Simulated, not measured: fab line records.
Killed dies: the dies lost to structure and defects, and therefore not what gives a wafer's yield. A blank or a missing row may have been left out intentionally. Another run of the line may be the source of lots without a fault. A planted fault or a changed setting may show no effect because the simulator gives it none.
Which tool was responsible? | flow n5 finfet | 72 wafers from 24 lots sampled at 6 of the route's 1938 steps

WHAT THE GAUGES SHOWED, per wafer
N5_BEOL_M2_RS_MEAS_58: a four-point-probe measurement.
lot  | measured     | on            | M2_RS (ohm/sq)
L074 | day 6 19:24  | film metro-02 | 0.682 0.650 0.645
L075 | day 7 10:22  | film metro-02 | 0.726 0.685 0.698
L077 | day 7 15:10  | film metro-02 | 0.690 0.675 0.686
L076 | day 8 00:39  | film metro-01 | 0.663 0.672 0.710
L078 | day 8 02:15  | film metro-01 | 0.700 0.689 0.698
L079 | day 8 04:04  | film metro-02 | 0.673 0.656 0.670
L080 | day 8 06:23  | film metro-02 | 0.701 0.632 0.649
L081 | day 9 17:10  | film metro-01 | 0.739 0.740 0.696
L084 | day 9 17:09  | film metro-02 | 0.661 0.641 0.653
L083 | day 9 19:46  | film metro-02 | 0.669 0.670 0.663
L082 | day 9 21:36  | film metro-01 | 0.663 0.666 0.655
L085 | day 9 23:35  | film metro-01 | 0.664 0.702 0.631
L086 | day 10 05:54 | film metro-01 | 0.660 0.691 0.646
L087 | day 10 12:04 | film metro-02 | 0.687 0.647 0.672
L088 | day 10 14:01 | film metro-02 | 0.656 0.684 0.679
L089 | day 10 18:17 | film metro-02 | 0.734 0.688 0.656
L090 | day 11 10:40 | film metro-01 | 0.702 0.667 0.643
L092 | day 11 16:15 | film metro-01 | 0.642 0.623 0.680
L091 | day 11 21:19 | film metro-01 | 0.666 0.712 0.652
L093 | day 11 22:30 | film metro-02 | 0.660 0.616 0.674
L094 | day 12 01:28 | film metro-01 | 0.662 0.669 0.648
L095 | day 12 13:23 | film metro-01 | 0.696 0.685 0.688
L096 | day 12 16:38 | film metro-01 | 0.695 0.684 0.668
L097 | day 12 20:06 | film metro-01 | 0.647 0.694 0.713

WHICH TOOL RAN EACH LOT (tool, then ch and the chambers of the sampled wafers, then the start)
lot  | N5_BEOL_M2_DEGAS_44          | N5_BEOL_M2_SURFACE_TREAT_85  | N5_BEOL_M2_SPUTTER_90        | N5_BEOL_M2_ANNEAL_91         | N5_BEOL_M2_ANNEAL_93
L074 | pvd sputter-03, day 6 16:02  | pvd sputter-01, day 6 16:22  | pvd sputter-01, day 6 17:41  | pvd sputter-01, day 6 17:46  | pvd sputter-01, day 6 17:59
L075 | pvd sputter-02, day 7 06:32  | pvd sputter-03, day 7 06:53  | pvd sputter-02, day 7 08:32  | pvd sputter-02, day 7 08:37  | pvd sputter-02, day 7 08:50
L077 | pvd sputter-02, day 7 10:07  | pvd sputter-02, day 7 10:37  | pvd sputter-01, day 7 13:25  | pvd sputter-01, day 7 13:29  | pvd sputter-01, day 7 13:43
L076 | pvd sputter-03, day 7 18:50  | pvd sputter-02, day 7 21:21  | pvd sputter-02, day 7 22:56  | pvd sputter-02, day 7 23:01  | pvd sputter-02, day 7 23:14
L078 | pvd sputter-01, day 7 22:25  | pvd sputter-01, day 7 22:49  | pvd sputter-03, day 8 00:32  | pvd sputter-03, day 8 00:37  | pvd sputter-03, day 8 00:50
L079 | pvd sputter-02, day 8 00:19  | pvd sputter-02, day 8 00:38  | pvd sputter-01, day 8 01:59  | pvd sputter-01, day 8 02:04  | pvd sputter-01, day 8 02:17
L080 | pvd sputter-01, day 8 02:56  | pvd sputter-02, day 8 03:16  | pvd sputter-03, day 8 04:40  | pvd sputter-03, day 8 04:44  | pvd sputter-03, day 8 04:58
L081 | pvd sputter-03, day 9 13:07  | pvd sputter-03, day 9 13:37  | pvd sputter-02, day 9 14:58  | pvd sputter-02, day 9 15:02  | pvd sputter-02, day 9 15:16
L084 | pvd sputter-02, day 9 13:16  | pvd sputter-03, day 9 13:39  | pvd sputter-03, day 9 15:14  | pvd sputter-03, day 9 15:19  | pvd sputter-03, day 9 15:32
L083 | pvd sputter-03, day 9 15:58  | pvd sputter-01, day 9 16:17  | pvd sputter-01, day 9 17:50  | pvd sputter-01, day 9 17:55  | pvd sputter-01, day 9 18:08
L082 | pvd sputter-03, day 9 17:01  | pvd sputter-01, day 9 18:34  | pvd sputter-02, day 9 19:53  | pvd sputter-02, day 9 19:58  | pvd sputter-02, day 9 20:11
L085 | pvd sputter-01, day 9 19:33  | pvd sputter-01, day 9 19:57  | pvd sputter-01, day 9 21:34  | pvd sputter-01, day 9 21:39  | pvd sputter-01, day 9 21:52
L086 | pvd sputter-02, day 10 02:20 | pvd sputter-02, day 10 02:44 | pvd sputter-01, day 10 04:10 | pvd sputter-01, day 10 04:14 | pvd sputter-01, day 10 04:28
L087 | pvd sputter-03, day 10 08:37 | pvd sputter-02, day 10 08:59 | pvd sputter-03, day 10 10:21 | pvd sputter-03, day 10 10:26 | pvd sputter-03, day 10 10:39
L088 | pvd sputter-02, day 10 10:40 | pvd sputter-01, day 10 11:00 | pvd sputter-01, day 10 12:19 | pvd sputter-01, day 10 12:24 | pvd sputter-01, day 10 12:37
L089 | pvd sputter-03, day 10 14:06 | pvd sputter-03, day 10 14:28 | pvd sputter-01, day 10 16:19 | pvd sputter-01, day 10 16:24 | pvd sputter-01, day 10 16:37
L090 | pvd sputter-02, day 11 07:19 | pvd sputter-01, day 11 07:38 | pvd sputter-01, day 11 08:57 | pvd sputter-01, day 11 09:02 | pvd sputter-01, day 11 09:15
L092 | pvd sputter-02, day 11 12:53 | pvd sputter-01, day 11 13:13 | pvd sputter-02, day 11 14:32 | pvd sputter-02, day 11 14:37 | pvd sputter-02, day 11 14:50
L091 | pvd sputter-01, day 11 16:30 | pvd sputter-03, day 11 18:05 | pvd sputter-03, day 11 19:29 | pvd sputter-03, day 11 19:34 | pvd sputter-03, day 11 19:47
L093 | pvd sputter-02, day 11 18:55 | pvd sputter-02, day 11 19:15 | pvd sputter-02, day 11 20:37 | pvd sputter-02, day 11 20:41 | pvd sputter-02, day 11 20:55
L094 | pvd sputter-02, day 11 21:32 | pvd sputter-02, day 11 21:57 | pvd sputter-02, day 11 23:46 | pvd sputter-02, day 11 23:51 | pvd sputter-02, day 12 00:04
L095 | pvd sputter-02, day 12 09:49 | pvd sputter-01, day 12 10:09 | pvd sputter-03, day 12 11:41 | pvd sputter-03, day 12 11:46 | pvd sputter-03, day 12 11:59
L096 | pvd sputter-03, day 12 13:12 | pvd sputter-03, day 12 13:35 | pvd sputter-02, day 12 14:56 | pvd sputter-02, day 12 15:01 | pvd sputter-02, day 12 15:14
L097 | pvd sputter-02, day 12 13:20 | pvd sputter-03, day 12 13:40 | pvd sputter-01, day 12 18:04 | pvd sputter-01, day 12 18:09 | pvd sputter-01, day 12 18:22
- N5_BEOL_M2_DEGAS_44: time 60 s.
- N5_BEOL_M2_SURFACE_TREAT_85
- N5_BEOL_M2_SPUTTER_90: material Cu, target thk 4.5 nm, time 8.29 s.
- N5_BEOL_M2_ANNEAL_91: time 240 s.
- N5_BEOL_M2_ANNEAL_93: time 240 s.

WHAT THE TOOLS THEMSELVES READ (means of the sampled wafers that have a number; where no wafer has one, the mark that the record gives instead)
N5_BEOL_M2_DEGAS_44.
lot  | tool           | heater power w (W)
L074 | pvd sputter-03 | 316
L075 | pvd sputter-02 | 343
L077 | pvd sputter-02 | 328
L076 | pvd sputter-03 | 338
L078 | pvd sputter-01 | 299
L079 | pvd sputter-02 | 333
L080 | pvd sputter-01 | 300
L081 | pvd sputter-03 | 296
L084 | pvd sputter-02 | 338
L083 | pvd sputter-03 | 344
L082 | pvd sputter-03 | 296
L085 | pvd sputter-01 | 321
L086 | pvd sputter-02 | 332
L087 | pvd sputter-03 | 314
L088 | pvd sputter-02 | 345
L089 | pvd sputter-03 | 318
L090 | pvd sputter-02 | 334
L092 | pvd sputter-02 | 340
L091 | pvd sputter-01 | 282
L093 | pvd sputter-02 | 345
L094 | pvd sputter-02 | 340
L095 | pvd sputter-02 | 336
L096 | pvd sputter-03 | 314
L097 | pvd sputter-02 | 346

N5_BEOL_M2_SPUTTER_90.
lot  | tool           | substrate temp c (C) | throttle valve pct (%)
L074 | pvd sputter-01 | -20.05               | 30.3
L075 | pvd sputter-02 | -20.02               | 28.5
L077 | pvd sputter-01 | -20.03               | 30.4
L076 | pvd sputter-02 | -20.03               | 29.4
L078 | pvd sputter-03 | -19.98               | 30.2
L079 | pvd sputter-01 | -20.00               | 29.4
L080 | pvd sputter-03 | -20.02               | 29.5
L081 | pvd sputter-02 | -20.07               | 29.5
L084 | pvd sputter-03 | -19.93               | 30.0
L083 | pvd sputter-01 | -20.04               | 29.6
L082 | pvd sputter-02 | -19.98               | 30.4
L085 | pvd sputter-01 | -19.96               | 30.4
L086 | pvd sputter-01 | -20.07               | 29.8
L087 | pvd sputter-03 | -19.95               | 29.7
L088 | pvd sputter-01 | -20.04               | 29.5
L089 | pvd sputter-01 | -20.01               | 30.6
L090 | pvd sputter-01 | -20.00               | 30.2
L092 | pvd sputter-02 | -20.07               | 29.1
L091 | pvd sputter-03 | -20.07               | 30.3
L093 | pvd sputter-02 | -20.02               | 29.5
L094 | pvd sputter-02 | -20.10               | 29.4
L095 | pvd sputter-03 | -20.06               | 29.0
L096 | pvd sputter-02 | -19.85               | 29.9
L097 | pvd sputter-01 | -20.02               | 29.8

N5_BEOL_M2_ANNEAL_91.
lot  | tool           | heater power w (W)
L074 | pvd sputter-01 | 787
L075 | pvd sputter-02 | 857
L077 | pvd sputter-01 | 699
L076 | pvd sputter-02 | 829
L078 | pvd sputter-03 | 793
L079 | pvd sputter-01 | 794
L080 | pvd sputter-03 | 740
L081 | pvd sputter-02 | 862
L084 | pvd sputter-03 | 797
L083 | pvd sputter-01 | 705
L082 | pvd sputter-02 | 848
L085 | pvd sputter-01 | 737
L086 | pvd sputter-01 | 744
L087 | pvd sputter-03 | 818
L088 | pvd sputter-01 | 828
L089 | pvd sputter-01 | 772
L090 | pvd sputter-01 | 819
L092 | pvd sputter-02 | 859
L091 | pvd sputter-03 | 760
L093 | pvd sputter-02 | 867
L094 | pvd sputter-02 | 832
L095 | pvd sputter-03 | 792
L096 | pvd sputter-02 | 835
L097 | pvd sputter-01 | 753

N5_BEOL_M2_ANNEAL_93.
lot  | tool           | heater power w (W)
L074 | pvd sputter-01 | 789
L075 | pvd sputter-02 | 851
L077 | pvd sputter-01 | 702
L076 | pvd sputter-02 | 824
L078 | pvd sputter-03 | 784
L079 | pvd sputter-01 | 800
L080 | pvd sputter-03 | 746
L081 | pvd sputter-02 | 853
L084 | pvd sputter-03 | 786
L083 | pvd sputter-01 | 706
L082 | pvd sputter-02 | 848
L085 | pvd sputter-01 | 728
L086 | pvd sputter-01 | 754
L087 | pvd sputter-03 | 812
L088 | pvd sputter-01 | 817
L089 | pvd sputter-01 | 783
L090 | pvd sputter-01 | 825
L092 | pvd sputter-02 | 847
L091 | pvd sputter-03 | 762
L093 | pvd sputter-02 | 857
L094 | pvd sputter-02 | 819
L095 | pvd sputter-03 | 786
L096 | pvd sputter-02 | 857
L097 | pvd sputter-01 | 758

THE ANSWER, worked out from the rows above alone
Rule: what is usual is taken from the lots themselves. Put in order of their means at a reading, lots are off if they are a third of the lots or fewer, leave a main group of 4 or more, and stand apart from it by a gap of 3 or more times the standard deviation of the main group's means; of several such gaps the widest counts. If all means in a main group match to the digits the tables above print for the reading, that group is not used. A lot without any number at a reading at which 4 lots or more have one is off too. Where the step has rows for the other lots, those lots are counted as sound. The gauges are gone through in route order, then the tools' own readings, and for those a lot's mean is taken as printed above. The first step at which some lot is off is used, and at that step the reading that is off furthest; a lot without a number counts as furthest.
No lot is off on any of the readings shown, so nothing can be concluded from this.

WHAT THE SIMULATOR HAD INSERTED
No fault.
